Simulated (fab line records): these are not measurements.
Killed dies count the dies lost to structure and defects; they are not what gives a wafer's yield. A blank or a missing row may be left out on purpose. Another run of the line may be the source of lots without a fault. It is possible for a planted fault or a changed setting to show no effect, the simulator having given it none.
fab line records    flow nand_harc
record lots=6  wafers=18  last_day=24
route steps=1159 shown A_CHANNEL_HOLE_D1@454 END@1159
lots with no fault: from the same line, run without faults
start_h: the number of hours between the record's first day and the start of the first shown wafer of the lot    wait_h: how many hours have passed since the lot's step before this one    " same as the row above    L1.1+2: one row covering several wafers at once    - either no value or no given start    * or withheld: withheld    < > ~ a bound
route shown NAME@n: names a module that has steps shown in the file, with the first one's number in the route    usual: mean and standard deviation over wafers with no fault    same: alike in all rows    chamber/n: place in a boat    sites: per-site readings    _std_site: how widely they spread, as a standard deviation    _edge_site: outer sites' mean less inner sites'    radius_mm: for every site, how far away it sits from the centre of the wafer    mask NAME#n: copy n    behind: the most recent tool/chamber to have shaped the wafer    hold: cause of the lot's hold/its duration in hours/its outcome    device: which transistor (n, p or np) failed to switch    end of line: the same wafers' tests at the end of the route    step lacking rows: just its recipe    killed: at the first sort, the dies lost to defects and structure; wafer yield is something else    map: a wafer's dies, x killed, . not, _ none there
set.NAME: the setting that was run; set.NAME@STEP: the one run at that earlier step    model.NAME: the simulator's own value behind a step, which no gauge read
certain route steps with their lots: each step a table, each wafer a row
services: when a tool's chamber went out of use (start_h, in hours from the record's first day, below 0 if earlier), for how many hours, and the reason
## steps
# step NHARC_A_CHANNEL_HOLE_D1_COAT_36
# recipe temp_c=260  time_s=75
# step NHARC_A_CHANNEL_HOLE_D1_COAT_37
# recipe temp_c=225  time_s=65
# step NHARC_A_CHANNEL_HOLE_D1_COAT_04
# recipe spin_rpm=1500  resist_thk_nm=90
# step NHARC_A_CHANNEL_HOLE_D1_SOFTBAKE_05
# recipe temp_c=105  time_s=55
# step NHARC_A_CHANNEL_HOLE_D1_EBR_06
# step NHARC_A_CHANNEL_HOLE_D1_EXPOSE_07
# recipe na=1.35  target_cd_nm=100  sigma_outer=0.3  dose_mj=59.65  mask_id=HOLE_D1
# step NHARC_A_CHANNEL_HOLE_D1_PEB_08
# recipe peb_temp_c=100  peb_time_s=65
# step NHARC_A_CHANNEL_HOLE_D1_DEVELOP_09
# recipe develop_time_s=35  dev_temp_c=23
# step NHARC_A_CHANNEL_HOLE_D1_CD_MEAS_10
# recipe target_cd_nm=100  landing_energy_ev=500
# usual cd_nm=100.0/0.48
lot.wafer  tool       chamber  start_h  wait_h  cd_nm
L745.4     cd_sem-02  0        205.84   -       99.2
L745.5     "          0        "        "       99.3
L745.6     "          0        "        "       99.5
L747.1     cd_sem-01  0        213.76   -       99.8
L747.2     "          0        "        "       99.2
L747.3     "          0        "        "       100.0
L755.1     cd_sem-02  0        265.82   -       101.1
L755.2     "          0        "        "       100.8
L755.6     "          0        "        "       100.8
L754.2     cd_sem-03  0        265.97   -       100.1
L754.4     "          0        "        "       99.7
L754.5     "          0        "        "       99.7
L763.1     cd_sem-02  0        306.71   -       100.2
L763.4     "          0        "        "       100.4
L763.5     "          0        "        "       99.7
L761.1     cd_sem-01  0        308.42   -       100.2
L761.5     "          0        "        "       99.8
L761.6     "          0        "        "       99.5
# step NHARC_A_CHANNEL_HOLE_D1_OVL_MEAS_11
# usual overlay_x_nm=0.0/0.96  overlay_y_nm=-0.2/0.85
lot.wafer  tool        chamber  start_h  wait_h  overlay_x_nm  overlay_y_nm
L745.4     overlay-01  -        205.92   -       -1.6          -0.5
L745.5     "           -        "        "       -1.7          -0.4
L745.6     "           -        "        "       -1.4          -1.0
L747.1     overlay-01  -        213.85   -       -0.3          0.2
L747.2     "           -        "        "       -0.6          0.3
L747.3     "           -        "        "       -0.9          -0.1
L755.1     overlay-01  -        265.91   -       1.0           -1.5
L755.2     "           -        "        "       0.8           -1.4
L755.6     "           -        "        "       0.7           -2.1
L754.2     overlay-02  -        266.06   -       2.4           -0.9
L754.4     "           -        "        "       2.0           -0.6
L754.5     "           -        "        "       2.2           -0.7
L763.1     overlay-02  -        306.79   -       -0.7          0.8
L763.4     "           -        "        "       -0.7          0.7
L763.5     "           -        "        "       -0.3          1.3
L761.1     overlay-02  -        308.51   -       -0.1          0.0
L761.5     "           -        "        "       -0.1          -0.4
L761.6     "           -        "        "       -0.5          -0.6
# step NHARC_A_CHANNEL_HOLE_D1_INSPECT_12
# usual raw_defect_count=5.0/2.5
lot.wafer  tool               chamber  start_h  wait_h  raw_defect_count
L745.4     defect_inspect-02  -        205.96   0.0     7
L745.5     "                  -        "        "       5
L745.6     "                  -        "        "       3
L747.1     defect_inspect-01  -        213.89   0.0     2
L747.2     "                  -        "        "       7
L747.3     "                  -        "        "       9
L755.1     defect_inspect-02  -        265.94   0.0     4
L755.2     "                  -        "        "       5
L755.6     "                  -        "        "       8
L754.2     defect_inspect-02  -        266.10   0.0     4
L754.4     "                  -        "        "       5
L754.5     "                  -        "        "       4
L763.1     defect_inspect-01  -        306.83   0.0     3
L763.4     "                  -        "        "       8
L763.5     "                  -        "        "       4
L761.1     defect_inspect-01  -        308.55   0.0     6
L761.5     "                  -        "        "       7
L761.6     "                  -        "        "       3
# step NHARC_A_CHANNEL_HOLE_D1_DESCUM_15
# recipe time_s=3  o2_flow_sccm=200  ar_flow_sccm=0  bias_power_w=0  chemistry=O2
# usual drypump_motor_current_A=5.8/0.51  oes_product_au=0.998/0.0071  rf_vpp_V=57.7/0.82  showerhead_plenum_p_Torr=1.90/0.044  throttle_valve_pct=11.312/0.0094
lot.wafer  tool         chamber  start_h  wait_h  drypump_motor_current_A  oes_product_au  rf_hours_counter_h  rf_vpp_V  showerhead_plenum_p_Torr  throttle_valve_pct
L745.4     rie_diel-09  2        206.03   0.1     6.3                      1.002           10                  56.8      1.89                      11.315
L745.6     "            0        "        "       6.1                      0.995           -                   58.8      1.84                      11.309
L745.5     "            1        "        "       6.0                      0.988           -                   57.6      1.85                      11.304
L747.2     rie_diel-03  0        213.95   0.1     4.9                      1.005           10                  58.9      1.95                      11.309
L747.3     "            1        "        "       5.9                      1.009           9                   57.4      1.88                      11.300
L747.1     "            3        "        "       5.4                      1.007           9                   59.2      1.93                      11.311
L755.1     rie_diel-09  0        266.01   0.1     6.1                      1.001           0                   57.9      1.84                      11.318
L755.2     "            1        "        "       6.0                      1.002           0                   57.7      1.85                      11.295
L755.6     "            0        "        "       6.1                      1.000           -                   57.3      1.84                      11.306
L754.4     rie_diel-07  2        266.16   0.1     5.2                      1.009           3                   58.5      1.91                      11.310
L754.2     "            1        "        "       5.6                      0.982           3                   56.7      1.91                      11.321
L754.5     "            2        "        "       5.2                      0.997           -                   57.3      1.91                      11.294
L763.4     rie_diel-07  3        306.90   0.1     6.7                      0.990           6                   58.5      1.85                      11.311
L763.1     "            1        "        "       5.6                      0.998           5                   57.6      1.90                      11.299
L763.5     "            3        "        "       6.6                      1.003           -                   57.4      1.84                      11.301
L761.1     rie_diel-03  3        308.64   0.1     5.5                      1.011           5                   58.6      1.92                      11.315
L761.5     "            0        "        "       4.9                      1.006           -                   56.9      1.95                      11.311
L761.6     "            1        "        "       5.9                      0.997           -                   57.9      1.88                      11.301
# step NHARC_A_CHANNEL_HOLE_D1_ETCH_38
# recipe target_depth_a=390  over_etch_frac=0.3  time_s=65  ion_energy_ev=80  cf4_flow_sccm=150  ar_flow_sccm=0  rf_w=300  bias_w=100  chemistry=CF4
# usual bias_w=100.01/0.3  cf4_flow_sccm=150.0/0.42  drypump_motor_current_A=5.8/0.52  oes_product_au=0.997/0.0078  rf_vpp_V=151.0/0.9  showerhead_plenum_p_Torr=1.75/0.038  throttle_valve_pct=13.283/0.0084
lot.wafer  tool         chamber  start_h  wait_h  bias_w  cf4_flow_sccm  drypump_motor_current_A  oes_product_au  rf_hours_counter_h  rf_vpp_V  showerhead_plenum_p_Torr  throttle_valve_pct
L745.4     rie_diel-09  3        206.11   0.1     100.63  150.4          6.1                      1.001           7                   152.5     1.83                      13.285
L745.5     "            2        "        "       99.63   149.0          6.2                      1.005           -                   152.2     1.75                      13.283
L745.6     "            3        "        "       100.12  150.4          6.2                      0.999           -                   152.1     1.83                      13.297
L747.3     rie_diel-03  2        214.03   0.1     100.24  150.1          5.0                      1.010           9                   150.6     1.78                      13.297
L747.2     "            3        "        "       100.17  149.9          5.4                      1.013           9                   150.8     1.78                      13.286
L747.1     "            1        "        "       100.56  149.9          5.9                      1.012           9                   150.1     1.74                      13.301
L755.1     rie_diel-09  3        266.10   0.1     -       -              -                        -               -                   -         -                         -
L755.2     "            0        "        "       -       -              -                        -               -                   -         -                         -
L755.6     "            2        "        "       -       -              -                        -               -                   -         -                         -
L754.4     rie_diel-07  3        266.24   0.1     -       -              -                        -               -                   -         -                         -
L754.2     "            0        "        "       -       -              -                        -               -                   -         -                         -
L754.5     "            0        "        "       -       -              -                        -               -                   -         -                         -
L763.1     rie_diel-07  1        306.99   0.1     100.45  150.2          5.6                      0.991           5                   152.1     1.76                      13.281
L763.4     "            2        "        "       99.99   149.3          5.2                      1.003           5                   150.6     1.77                      13.285
L763.5     "            0        "        "       100.02  149.3          5.8                      1.008           -                   149.8     1.72                      13.292
L761.1     rie_diel-03  3        308.70   0.1     100.06  149.9          5.5                      0.995           5                   150.7     1.78                      13.281
L761.5     "            3        "        "       99.95   149.8          5.4                      1.008           -                   152.4     1.78                      13.276
L761.6     "            0        "        "       99.77   150.3          4.9                      0.999           -                   151.8     1.80                      13.264
# step NHARC_A_CHANNEL_HOLE_D1_ETCH_39
# recipe target_depth_a=2600  over_etch_frac=0.3  time_s=325  ion_energy_ev=200  n2_flow_sccm=150  h2_flow_sccm=150  ar_flow_sccm=0  rf_w=400  bias_w=150  chemistry=N2/H2
# usual bias_w=150.0/0.44  chamber_pressure_mTorr=30.001/0.028  drypump_motor_current_A=5.8/0.51  n2_flow_sccm=150.0/0.45  oes_product_au=0.997/0.007  rf_vpp_V=430.0/1.5  showerhead_plenum_p_Torr=2.02/0.047  throttle_valve_pct=14.171/0.0097
lot.wafer  tool         chamber  start_h  wait_h  bias_w  chamber_pressure_mTorr  drypump_motor_current_A  n2_flow_sccm  oes_product_au  rf_hours_counter_h  rf_vpp_V  showerhead_plenum_p_Torr  throttle_valve_pct
L745.4     rie_diel-09  0        -        -       149.2   29.967                  6.0                      150.0         0.988           11                  430.4     1.96                      14.172
L745.5     "            1        "        "       149.8   29.973                  6.1                      149.4         0.989           -                   427.1     1.97                      14.176
L745.6     "            2        "        "       150.4   29.991                  6.3                      150.2         1.002           -                   429.1     2.02                      14.163
L747.2     rie_diel-03  3        -        -       149.6   30.016                  5.4                      150.0         1.003           9                   429.8     2.05                      14.176
L747.3     "            0        "        "       149.5   29.965                  4.9                      150.2         1.001           10                  431.2     2.08                      14.175
L747.1     "            2        "        "       149.7   29.960                  5.0                      150.3         0.998           9                   430.6     2.05                      14.174
L755.1     rie_diel-09  2        266.20   0.1     150.3   30.009                  6.3                      149.7         0.999           0                   429.2     2.01                      14.170
L755.2     "            3        "        "       150.8   29.963                  6.2                      150.1         0.985           0                   434.2     2.11                      14.182
L755.6     "            1        "        "       149.8   30.025                  6.1                      149.8         0.986           -                   430.3     1.97                      14.181
L754.2     rie_diel-07  2        266.38   0.1     149.7   30.045                  5.2                      150.4         1.011           3                   430.8     2.04                      14.164
L754.4     "            3        "        "       150.6   29.971                  6.7                      149.6         1.000           3                   428.9     1.97                      14.161
L754.5     "            1        "        "       150.1   30.029                  5.7                      149.1         0.997           -                   430.3     2.03                      14.168
L763.1     rie_diel-07  3        -        -       149.8   30.015                  6.7                      150.1         0.997           6                   429.0     1.96                      14.179
L763.4     "            1        "        "       150.2   29.976                  5.6                      149.6         0.994           5                   430.5     2.03                      14.179
L763.5     "            2        "        "       149.5   30.027                  5.2                      149.2         1.001           -                   428.7     2.04                      14.178
L761.1     rie_diel-03  3        -        -       150.7   29.966                  5.4                      149.9         1.016           5                   430.4     2.05                      14.182
L761.6     "            1        "        "       149.5   30.019                  5.9                      149.6         1.000           -                   431.6     2.00                      14.173
L761.5     "            2        "        "       151.2   30.018                  5.0                      149.3         0.997           -                   431.2     2.05                      14.174
# step NHARC_END_SORT_01
# recipe temp_c=25
# usual killed_at_array=29/11  killed_at_other=0.6/0.92  killed_at_periphery=3.2/2  killed_dies=33/11  killed_open=3.2/2  killed_short=1.9/1.5
# same gross_dies=677
lot.wafer  tool       chamber  start_h  wait_h  killed_at_array  killed_at_other  killed_at_periphery  killed_dies  killed_open  killed_short
L755.1     prober-02  0        519.45   2.5     672              0                5                    677          5            6
L755.2     prober-02  0        520.25   2.8     672              0                5                    677          5            2
L755.6     prober-02  0        523.43   4.0     675              0                2                    677          2            0
L754.2     prober-01  0        527.90   2.8     676              0                1                    677          1            2
L754.4     prober-01  0        529.50   3.4     674              0                3                    677          2            1
L754.5     prober-01  0        530.30   3.7     673              0                4                    677          3            2
# killed by level:class
L755.1 A_CHANNEL_HOLE_D1:area_etch=625 A_SLIT:chamber_film_flake=17 A_CHANNEL_HOLE_D1:chamber_film_flake=16 A_STAIRCASE:chamber_film_flake=4 A_CHANNEL_FILL_D1:geometric_particle:short=2 A_M1:geometric_particle:open=2 A_CONTACT:chamber_film_flake=2 P_GATE:geometric_particle:open=1
L755.2 A_CHANNEL_HOLE_D1:area_etch=635 A_CHANNEL_HOLE_D1:chamber_film_flake=16 A_SLIT:chamber_film_flake=10 A_STAIRCASE:chamber_film_flake=3 A_CONTACT:chamber_film_flake=3 P_GATE:geometric_particle:open=2 P_STI:chamber_film_flake=2 A_SOURCE_PLATE:geometric_particle:short=1
L755.6 A_CHANNEL_HOLE_D1:area_etch=632 A_CHANNEL_HOLE_D1:chamber_film_flake=19 A_SLIT:chamber_film_flake=16 A_CONTACT:chamber_film_flake=5 P_STI:chamber_film_flake=2 A_WL_FILL:geometric_particle:open=1 A_M0:geometric_particle:open=1 A_STAIRCASE:chamber_film_flake=1
L754.2 A_CHANNEL_HOLE_D1:area_etch=657 A_CHANNEL_HOLE_D1:chamber_film_flake=9 A_CONTACT:chamber_film_flake=3 A_STAIRCASE:chamber_film_flake=2 A_WL_FILL:chamber_film_flake=2 A_ONON_D1:geometric_particle:short=1 A_WL_FILL:geometric_particle:short=1 A_CONTACT:geometric_particle:open=1
L754.4 A_CHANNEL_HOLE_D1:area_etch=666 A_CHANNEL_HOLE_D1:chamber_film_flake=4 A_CONTACT:chamber_film_flake=2 P_STI:geometric_particle:open=1 P_M1:geometric_particle:short=1 A_CHANNEL_FILL_D1:geometric_particle:open=1 P_GATE:chamber_film_flake=1 A_STAIRCASE:chamber_film_flake=1
L754.5 A_CHANNEL_HOLE_D1:area_etch=659 A_CHANNEL_HOLE_D1:chamber_film_flake=4 A_STAIRCASE:chamber_film_flake=3 A_WL_FILL:geometric_particle:open=2 P_GATE:chamber_film_flake=2 P_STI:geometric_particle:short=1 A_CHANNEL_FILL_D1:geometric_particle:open=1 A_WL_FILL:geometric_particle:short=1
# map L754.2 (x killed, . not)
____________x____________
_________xxxxxxx_________
_______xxxxxxxxxxx_______
______xxxxxxxxxxxxx______
_____xxxxxxxxxxxxxxx_____
____xxxxxxxxxxxxxxxxx____
____xxxxxxxxxxxxxxxxx____
___xxxxxxxxxxxxxxxxxxx___
___xxxxxxxxxxxxxxxxxxx___
__xxxxxxxxxxxxxxxxxxxxx__
__xxxxxxxxxxxxxxxxxxxxx__
_xxxxxxxxxxxxxxxxxxxxxxx_
_xxxxxxxxxxxxxxxxxxxxxxx_
_xxxxxxxxxxxxxxxxxxxxxxx_
_xxxxxxxxxxxxxxxxxxxxxxx_
_xxxxxxxxxxxxxxxxxxxxxxx_
xxxxxxxxxxxxxxxxxxxxxxxxx
xxxxxxxxxxxxxxxxxxxxxxxxx
xxxxxxxxxxxxxxxxxxxxxxxxx
xxxxxxxxxxxxxxxxxxxxxxxxx
xxxxxxxxxxxxxxxxxxxxxxxxx
_xxxxxxxxxxxxxxxxxxxxxxx_
_xxxxxxxxxxxxxxxxxxxxxxx_
_xxxxxxxxxxxxxxxxxxxxxxx_
_xxxxxxxxxxxxxxxxxxxxxxx_
_xxxxxxxxxxxxxxxxxxxxxxx_
__xxxxxxxxxxxxxxxxxxxxx__
__xxxxxxxxxxxxxxxxxxxxx__
___xxxxxxxxxxxxxxxxxxx___
___xxxxxxxxxxxxxxxxxxx___
____xxxxxxxxxxxxxxxxx____
____xxxxxxxxxxxxxxxxx____
_____xxxxxxxxxxxxxxx_____
______xxxxxxxxxxxxx______
_______xxxxxxxxxxx_______
_________xxxxxxx_________
____________x____________
# map L755.1 (x killed, . not)
____________x____________
_________xxxxxxx_________
_______xxxxxxxxxxx_______
______xxxxxxxxxxxxx______
_____xxxxxxxxxxxxxxx_____
____xxxxxxxxxxxxxxxxx____
____xxxxxxxxxxxxxxxxx____
___xxxxxxxxxxxxxxxxxxx___
___xxxxxxxxxxxxxxxxxxx___
__xxxxxxxxxxxxxxxxxxxxx__
__xxxxxxxxxxxxxxxxxxxxx__
_xxxxxxxxxxxxxxxxxxxxxxx_
_xxxxxxxxxxxxxxxxxxxxxxx_
_xxxxxxxxxxxxxxxxxxxxxxx_
_xxxxxxxxxxxxxxxxxxxxxxx_
_xxxxxxxxxxxxxxxxxxxxxxx_
xxxxxxxxxxxxxxxxxxxxxxxxx
xxxxxxxxxxxxxxxxxxxxxxxxx
xxxxxxxxxxxxxxxxxxxxxxxxx
xxxxxxxxxxxxxxxxxxxxxxxxx
xxxxxxxxxxxxxxxxxxxxxxxxx
_xxxxxxxxxxxxxxxxxxxxxxx_
_xxxxxxxxxxxxxxxxxxxxxxx_
_xxxxxxxxxxxxxxxxxxxxxxx_
_xxxxxxxxxxxxxxxxxxxxxxx_
_xxxxxxxxxxxxxxxxxxxxxxx_
__xxxxxxxxxxxxxxxxxxxxx__
__xxxxxxxxxxxxxxxxxxxxx__
___xxxxxxxxxxxxxxxxxxx___
___xxxxxxxxxxxxxxxxxxx___
____xxxxxxxxxxxxxxxxx____
____xxxxxxxxxxxxxxxxx____
_____xxxxxxxxxxxxxxx_____
______xxxxxxxxxxxxx______
_______xxxxxxxxxxx_______
_________xxxxxxx_________
____________x____________
## services
tool         chamber  start_h  hours  kind
rie_diel-07  0        182.73   -      clean
rie_diel-07  1        182.73   -      clean
rie_diel-07  2        182.73   -      clean
rie_diel-07  3        182.73   -      clean
rie_diel-09  0        184.54   -      clean
rie_diel-09  1        184.54   -      clean
rie_diel-09  2        184.54   -      clean
rie_diel-09  3        184.54   -      clean
rie_diel-03  0        194.42   -      clean
rie_diel-03  1        194.42   -      clean
rie_diel-03  2        194.42   -      clean
rie_diel-03  3        194.42   -      clean
rie_diel-09  2        198.93   2.1    repair
rie_diel-07  -        200.32   0.7    repair
rie_diel-07  0        207.23   -      clean
rie_diel-07  1        207.23   -      clean
rie_diel-07  2        207.23   -      clean
rie_diel-07  3        207.23   -      clean
rie_diel-03  -        215.30   9.0    pm
rie_diel-07  -        228.20   9.0    pm
rie_diel-09  3        228.41   9.7    repair
rie_diel-03  0        236.58   8.6    repair
rie_diel-09  -        254.10   9.0    pm
rie_diel-03  2        284.21   2.7    repair
## key
first_sign step=NHARC_A_CHANNEL_HOLE_D1_ETCH_38  reading=tool_record  direction=missing
effect step=NHARC_END_SORT_01  reading=killed_at_array  direction=up  sigmas=61  usual=29  struck=674
more_kills_born_at NHARC_A_CHANNEL_HOLE_D1_ETCH_38@rie_diel-07=1982  NHARC_A_CHANNEL_HOLE_D1_ETCH_38@rie_diel-09=1886
met_at NHARC_A_CHANNEL_HOLE_D1_ETCH_38
struck_wafers L754.2,L754.4,L754.5,L755.1,L755.2,L755.6
later_rows_left_out L754.2,L754.4,L754.5,L755.1,L755.2,L755.6
tester_left_out L754,L755
onset_between 206.11 266.10
fault kind=skipped_step_whole  tool=rie_diel-07,rie_diel-09  chamber=-  onset_h=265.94  steps=NHARC_A_CHANNEL_HOLE_D1_ETCH_38  scope=struck_lots_only
# tester_left_out: of these lots the tester's yield and bins aren't shown, on N5 and GAA mostly nor the transistor test; their killed dies are dies lost to structure and defects alone, not to doping, threshold or leakage, so they don't give the yield
# later_rows_left_out: the simulator's readings of these wafers behind a module that went badly wrong aren't trusted and aren't shown, but for the sort
